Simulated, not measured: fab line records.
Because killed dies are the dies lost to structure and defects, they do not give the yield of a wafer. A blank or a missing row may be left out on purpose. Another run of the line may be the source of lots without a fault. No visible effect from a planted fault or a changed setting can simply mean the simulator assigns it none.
The tool behind it: which one? ; flow nandHarc ; 7 lots with 21 wafers sampled at 2 steps, on a route of 1159 steps

WHAT THE GAUGES READ, wafer by wafer
NHARC_A_BONDPAD_CD_MEAS_09 targets a cd of 500 nm.
lot;measured;on;cdNm (nm)
L585;day 19 05:37;cdSem-01;502.3 503.0 499.9
L589;day 19 16:12;cdSem-02;498.1 499.3 501.1
L588;day 19 22:03;cdSem-03;503.2 499.5 500.5
L594;day 20 19:23;cdSem-03;498.3 497.8 498.2
L595;day 20 23:31;cdSem-01;501.6 501.6 500.5
L596;day 22 09:47;cdSem-03;498.9 500.6 502.7
L598;day 22 10:31;cdSem-01;502.6 497.9 501.2

TOOL THAT RAN EACH LOT (tool first, then ch and the chambers of the sampled wafers, then the start)
lot;NHARC_A_WL_FILL_CVD_03
L585;cvdW-01 ch 0,1, day 15 19:55
L589;cvdW-02 ch 0,1, day 15 21:27
L588;cvdW-02 ch 0,1, day 16 01:14
L594;cvdW-01 ch 0,1, day 18 00:44
L595;cvdW-01 ch 0,1, day 18 03:34
L596;cvdW-02 ch 0,1, day 18 14:25
L598;cvdW-02 ch 0, day 18 17:44
- NHARC_A_WL_FILL_CVD_03: deposits W, target thk 40 nm, time 3302 s.

THE ANSWER, worked out from the rows above alone
Rule: what is usual is taken from the lots themselves. The widest of any qualifying gaps counts: lots, ordered by their means at a reading, are off when they make up no more than a third of the lots, leave a main group of 4 or more, and stand apart from it by 3 or more times the standard deviation of that group's means. A main group whose means are all the same, to the digits that the tables above print for the reading, isn't used. Also off: a lot with no number at a reading for which 4 or more lots have one. Where the step has rows for the other lots, those lots are counted as sound.
No lot is off at any reading shown: from this, nothing can be told.

WHAT THE SIMULATOR HAD PUT IN
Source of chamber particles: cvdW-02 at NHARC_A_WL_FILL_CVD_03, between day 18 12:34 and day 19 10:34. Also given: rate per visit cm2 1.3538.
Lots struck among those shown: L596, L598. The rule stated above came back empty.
